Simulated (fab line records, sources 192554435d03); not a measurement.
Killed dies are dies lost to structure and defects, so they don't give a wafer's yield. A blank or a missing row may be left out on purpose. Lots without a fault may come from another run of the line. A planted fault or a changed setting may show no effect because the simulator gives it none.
Which tool did it? | flow n5_finfet | 9 lots, 27 wafers sampled, at 6 steps of a route of 1938

WHAT THE GAUGES READ, wafer by wafer
N5_STI_FIN_REVEAL_CD_MEAS_22: target cd 6.238 nm, pitch 28 nm.
lot  | measured    | on        | cd_nm (nm)
L118 | day 2 13:09 | cd_sem-01 | 5.80 6.77 6.18
L120 | day 3 06:35 | cd_sem-02 | 6.03 6.23 5.39
L135 | day 6 19:40 | cd_sem-03 | 7.10 7.28 7.46
L136 | day 7 02:14 | cd_sem-01 | 7.32 7.05 6.96
L137 | day 7 10:15 | cd_sem-02 | 7.16 6.93 6.74
L138 | day 7 13:58 | cd_sem-01 | 5.88 5.73 6.14
L139 | day 7 18:53 | cd_sem-03 | 6.14 6.29 5.99
L140 | day 8 02:50 | cd_sem-01 | 6.28 6.65 6.29
L141 | day 8 06:54 | cd_sem-03 | 6.16 6.02 6.25

N5_BEOL_M4_RC_MEAS_101.
lot  | measured     | on        | DIBL_N (mV/V)  | DIBL_P (mV/V)  | IOFF_N (nA/um)    | IOFF_N_85C (nA/um) | IOFF_N_LIN (nA/um) | IOFF_N_LONG (nA/um)        | IOFF_P (nA/um) | IOFF_P_85C (nA/um) | IOFF_P_LIN (nA/um) | ION_N (uA/um) | ION_P (uA/um) | REXT_N (ohm.um) | REXT_P (ohm.um)   | SS_N (mV/dec)  | SS_P (mV/dec)  | VT_N (mV)   | VT_N_LONG (mV)    | VT_N_LVT (mV) | VT_P (mV)
L118 | day 7 21:37  | prober-02 | 35.4 34.5 34.0 | 33.8 34.4 34.4 | 0.133 0.124 0.116 | 2.7 2.5 2.4        | 0.059 0.059 0.057  | 5.39e-05 5.17e-05 5.16e-05 | 0.15 0.15 0.16 | 2.8 2.9 2.9        | 0.075 0.076 0.078  | 662 656 655   | 445 451 453   | 74.8 75.0 75.4  | 99.7 99.8 98.3    | 70.8 70.5 69.8 | 72.5 72.7 72.6 | 251 254 254 | 277.7 278.2 279.5 | 100 100 101   | -258 -256 -257
L120 | day 8 12:00  | prober-01 | 34.8 35.9 33.8 | 36.8 38.6 35.6 | 0.153 0.169 0.124 | 3.0 3.2 2.5        | 0.069 0.074 0.058  | 5.15e-05 5.06e-05 5.04e-05 | 0.19 0.20 0.17 | 3.3 3.5 3.0        | 0.090 0.094 0.082  | 687 676 654   | 462 455 454   | 74.9 75.7 75.5  | 106.2 107.4 106.7 | 71.7 72.1 71.4 | 73.5 73.4 72.9 | 252 252 260 | 278.6 275.8 280.2 | 100 99 106    | -255 -253 -256
L135 | day 12 09:48 | prober-02 | 43.9 42.8 43.3 | 47.1 44.4 44.5 | 0.412 0.356 0.380 | 7.0 6.2 6.5        | 0.192 0.161 0.171  | 6.76e-05 6.89e-05 6.87e-05 | 0.47 0.37 0.39 | 7.1 5.8 6.0        | 0.210 0.176 0.182  | 717 707 712   | 484 475 484   | 71.9 70.5 70.2  | 94.2 95.5 95.5    | 74.1 73.2 73.9 | 76.1 75.4 75.6 | 234 237 238 | 267.9 264.7 269.9 | 87 91 89      | -241 -247 -244
L136 | day 12 13:02 | prober-02 | 41.9 42.8 41.8 | 43.7 44.8 43.7 | 0.298 0.331 0.322 | 5.3 5.8 5.7        | 0.149 0.161 0.159  | 6.98e-05 6.86e-05 7.12e-05 | 0.33 0.37 0.34 | 5.4 5.9 5.5        | 0.166 0.178 0.168  | 712 719 733   | 479 483 490   | 72.5 71.9 71.5  | 94.4 94.9 95.1    | 72.6 72.7 72.1 | 75.7 75.9 75.6 | 238 239 236 | 265.0 264.5 267.4 | 87 86 85      | -248 -243 -246
L137 | day 12 17:01 | prober-02 | 41.9 40.8 41.9 | 43.7 41.9 43.5 | 0.335 0.311 0.346 | 5.7 5.4 5.8        | 0.158 0.149 0.160  | 7.56e-05 7.62e-05 7.67e-05 | 0.41 0.37 0.40 | 6.2 5.7 6.2        | 0.199 0.188 0.198  | 715 703 707   | 485 480 480   | 66.7 66.6 66.8  | 92.1 91.9 92.5    | 72.6 72.8 73.2 | 75.3 74.5 75.1 | 236 238 237 | 264.4 267.5 263.9 | 88 89 88      | -240 -242 -240
L138 | day 12 19:22 | prober-01 | 35.7 33.7 36.3 | 34.9 32.6 35.9 | 0.132 0.110 0.150 | 2.6 2.2 2.9        | 0.063 0.053 0.066  | 5.51e-05 5.44e-05 5.56e-05 | 0.20 0.17 0.21 | 3.6 3.1 3.7        | 0.100 0.089 0.101  | 672 651 664   | 465 454 453   | 73.6 74.6 73.7  | 97.3 97.3 97.7    | 72.0 70.9 71.7 | 73.4 72.2 73.2 | 254 254 252 | 274.6 276.2 276.9 | 103 104 102   | -250 -249 -248
L139 | day 13 00:59 | prober-02 | 36.6 35.3 35.5 | 35.6 35.2 34.1 | 0.183 0.175 0.161 | 3.4 3.3 3.1        | 0.085 0.083 0.074  | 5.75e-05 5.77e-05 5.82e-05 | 0.23 0.23 0.20 | 4.0 4.0 3.6        | 0.107 0.108 0.097  | 677 686 670   | 466 469 457   | 74.5 75.5 75.3  | 103.6 102.9 104.5 | 72.1 71.3 72.1 | 73.3 73.8 73.5 | 245 245 248 | 271.5 272.3 274.1 | 96 95 99      | -249 -248 -251
L140 | day 13 12:37 | prober-02 | 36.8 38.7 39.1 | 35.2 38.1 38.4 | 0.157 0.199 0.213 | 3.1 3.8 4.0        | 0.073 0.090 0.095  | 6.13e-05 5.98e-05 6.08e-05 | 0.21 0.26 0.27 | 3.5 4.4 4.4        | 0.098 0.119 0.118  | 681 683 697   | 468 467 475   | 74.7 76.6 76.2  | 98.7 100.2 99.7   | 70.7 71.9 72.5 | 73.0 73.8 74.2 | 253 245 244 | 271.3 271.4 272.7 | 97 93 91      | -250 -244 -248
L141 | day 13 15:45 | prober-02 | 34.6 34.9 35.7 | 34.7 33.6 34.8 | 0.133 0.135 0.154 | 2.7 2.7 3.0        | 0.065 0.064 0.071  | 5.68e-05 5.79e-05 5.8e-05  | 0.19 0.16 0.19 | 3.4 3.0 3.4        | 0.091 0.082 0.091  | 665 679 681   | 458 461 459   | 76.5 76.1 75.8  | 103.0 105.2 104.1 | 71.8 71.3 71.5 | 72.8 72.4 73.6 | 251 252 250 | 273.8 273.2 274.5 | 99 100 96     | -251 -253 -249

WHICH TOOL RAN EACH LOT (tool, then ch and the chambers of the sampled wafers, then the start)
lot  | N5_FIN_CUT_CUT_ETCH_26            | N5_STI_FIN_REVEAL_CMP_04     | N5_STI_FIN_REVEAL_ETCH_34       | N5_STI_FIN_REVEAL_OXIDATION_33
L118 | rie_diel-04 ch 0,1, day 2 03:47   | cmp-03 ch 1,2, day 2 09:23   | rie_si-04 ch 1,2, day 2 12:34   | plasma_asher-01 ch 0,1, day 2 13:00
L120 | rie_diel-04 ch 1,2, day 2 15:35   | cmp-02 ch 0,1,3, day 3 03:13 | rie_si-04 ch 1,2, day 3 06:01   | plasma_asher-01 ch 0,1, day 3 06:26
L135 | rie_diel-04 ch 0,1, day 6 09:38   | cmp-02 ch 0,2, day 6 16:15   | rie_si-01 ch 0,1,2, day 6 19:05 | plasma_asher-01 ch 0,1, day 6 19:31
L136 | rie_diel-04 ch 0,2, day 6 17:10   | cmp-02 ch 1,2,3, day 6 22:49 | rie_si-04 ch 1,3, day 7 01:39   | plasma_asher-01 ch 0,1, day 7 02:04
L137 | rie_diel-01 ch 0,2,3, day 6 22:41 | cmp-03 ch 0,1,3, day 7 06:39 | rie_si-04 ch 0,2,3, day 7 09:40 | plasma_asher-01 ch 0,1, day 7 10:05
L138 | rie_diel-04 ch 0,1,2, day 7 04:41 | cmp-04 ch 0,2,3, day 7 10:26 | rie_si-01 ch 1,2,3, day 7 13:23 | plasma_asher-01 ch 0,1, day 7 13:48
L139 | rie_diel-01 ch 0,3, day 7 09:27   | cmp-03 ch 0,2, day 7 15:28   | rie_si-04 ch 0,2, day 7 18:18   | plasma_asher-02 ch 0, day 7 18:43
L140 | rie_diel-04 ch 0,3, day 7 16:53   | cmp-03 ch 1,3, day 7 22:50   | rie_si-02 ch 0,2, day 8 02:14   | plasma_asher-01 ch 0,1, day 8 02:40
L141 | rie_diel-04 ch 0,2,3, day 7 21:42 | cmp-04 ch 2,3, day 8 03:18   | rie_si-04 ch 1,2,3, day 8 06:19 | plasma_asher-01 ch 0,1, day 8 06:43
- N5_FIN_CUT_CUT_ETCH_26: etches SiNx in CH3F/O2, target depth 39 nm, time 55.7 s.
- N5_STI_FIN_REVEAL_CMP_04: polishes, stops on Si3N4, t overpolish 4 s, target thk 131.83 nm.
- N5_STI_FIN_REVEAL_ETCH_34: etches Si in H2, material Si, target depth 0.97 nm.
- N5_STI_FIN_REVEAL_OXIDATION_33: chemistry O2 PLASMA REMOTE, time 20 s.

WHAT THE TOOLS THEMSELVES READ (means of the sampled wafers that have a number; where no wafer has one, the mark that the record gives instead)
N5_FIN_CUT_CUT_ETCH_26.
lot  | tool        | bias_w (W) | drypump_motor_current_A (A) | oes_product_au (a.u.) | rf_vpp_V (V) | showerhead_plenum_p_Torr (Torr) | throttle_valve_pct (%)
L118 | rie_diel-04 | 72.88      | 5.6                         | 0.72                  | 301          | 1.98                            | 16.55
L120 | rie_diel-04 | 72.87      | 6.0                         | 0.73                  | 300          | 2.02                            | 16.39
L135 | rie_diel-04 | 73.00      | 5.2                         | 0.70                  | 301          | 1.94                            | 16.58
L136 | rie_diel-04 | 73.03      | 5.0                         | 0.71                  | 298          | 1.97                            | 16.41
L137 | rie_diel-01 | 73.09      | 5.8                         | 0.72                  | 292          | 1.98                            | 16.49
L138 | rie_diel-04 | 72.97      | 5.5                         | 0.71                  | 299          | 1.99                            | 16.43
L139 | rie_diel-01 | 72.78      | 5.4                         | 0.70                  | 291          | 2.00                            | 16.58
L140 | rie_diel-04 | 72.96      | 5.1                         | 0.70                  | 300          | 1.93                            | 16.66
L141 | rie_diel-04 | 73.00      | 5.4                         | 0.72                  | 298          | 1.99                            | 16.50

N5_STI_FIN_REVEAL_CMP_04.
lot  | tool   | motor_current_A (A) | overpolish_run_s (s) | time_to_endpoint_s (s)
L118 | cmp-03 | 8.6                 | 3.992                | 100
L120 | cmp-02 | 8.2                 | 4.008                | 107
L135 | cmp-02 | 8.3                 | 3.992                | 100
L136 | cmp-02 | 7.9                 | 4.002                | 98
L137 | cmp-03 | 9.0                 | 4.000                | 106
L138 | cmp-04 | 8.7                 | 3.995                | 107
L139 | cmp-03 | 8.1                 | 3.999                | 102
L140 | cmp-03 | 9.0                 | 3.986                | 99
L141 | cmp-04 | 8.9                 | 4.002                | 99

N5_STI_FIN_REVEAL_ETCH_34.
lot  | tool      | drypump_motor_current_A (A) | oes_product_au (a.u.) | throttle_valve_pct (%)
L118 | rie_si-04 | 5.6                         | 1.001                 | 25.8
L120 | rie_si-04 | 5.3                         | 1.013                 | 25.4
L135 | rie_si-01 | 5.6                         | 0.968                 | 26.0
L136 | rie_si-04 | 5.7                         | 0.994                 | 25.9
L137 | rie_si-04 | 5.7                         | 1.010                 | 25.3
L138 | rie_si-01 | 5.9                         | 0.988                 | 26.4
L139 | rie_si-04 | 6.1                         | 1.019                 | 25.2
L140 | rie_si-02 | 5.8                         | 1.019                 | 25.9
L141 | rie_si-04 | 5.4                         | 1.003                 | 25.6

N5_STI_FIN_REVEAL_OXIDATION_33.
lot  | tool            | chamber_pressure_mTorr (mTorr) | drypump_motor_current_A (A) | heater_power_w (W)
L118 | plasma_asher-01 | 1000.4                         | 5.0                         | 128
L120 | plasma_asher-01 | 995.1                          | 5.1                         | 129
L135 | plasma_asher-01 | -                              | -                           | -
L136 | plasma_asher-01 | -                              | -                           | -
L137 | plasma_asher-01 | -                              | -                           | -
L138 | plasma_asher-01 | 1000.4                         | 5.2                         | 132
L139 | plasma_asher-02 | 998.8                          | 5.8                         | 137
L140 | plasma_asher-01 | 999.4                          | 5.2                         | 129
L141 | plasma_asher-01 | 1000.8                         | 5.2                         | 129

THE ANSWER, worked out from the rows above alone
Rule: what is usual is taken from the lots themselves. Put in order of their means at a reading, lots are off if they are a third of the lots or fewer, leave a main group of 4 or more, and stand apart from it by a gap of 3 or more times the standard deviation of the main group's means; of several such gaps the widest counts. A main group whose means are all the same, to the digits that the tables above print for the reading, isn't used. A lot without any number at a reading at which 4 lots or more have one is off too. The other lots that the step has rows for count as sound. The gauges are gone through in route order, then the tools' own readings, and for those a lot's mean is taken as printed above. The first step at which some lot is off is used, and at that step the reading that is off furthest; a lot without a number counts as furthest.
Off: L135, L136, L137, at N5_BEOL_M4_RC_MEAS_101 (IOFF_N_LIN). The main group: mean 0.070 nA/um, standard deviation 0.01.
A tool fits if, at a process step before that reading, it ran every lot that is off, and no sound lot after the first of them. The gauges at N5_BEOL_M4_RC_MEAS_101 aren't tried: what is off there is off at N5_STI_FIN_REVEAL_OXIDATION_33 too, on other tools, and a gauge's error can't cause that. None of those tried fits.

WHAT THE SIMULATOR HAD PUT IN
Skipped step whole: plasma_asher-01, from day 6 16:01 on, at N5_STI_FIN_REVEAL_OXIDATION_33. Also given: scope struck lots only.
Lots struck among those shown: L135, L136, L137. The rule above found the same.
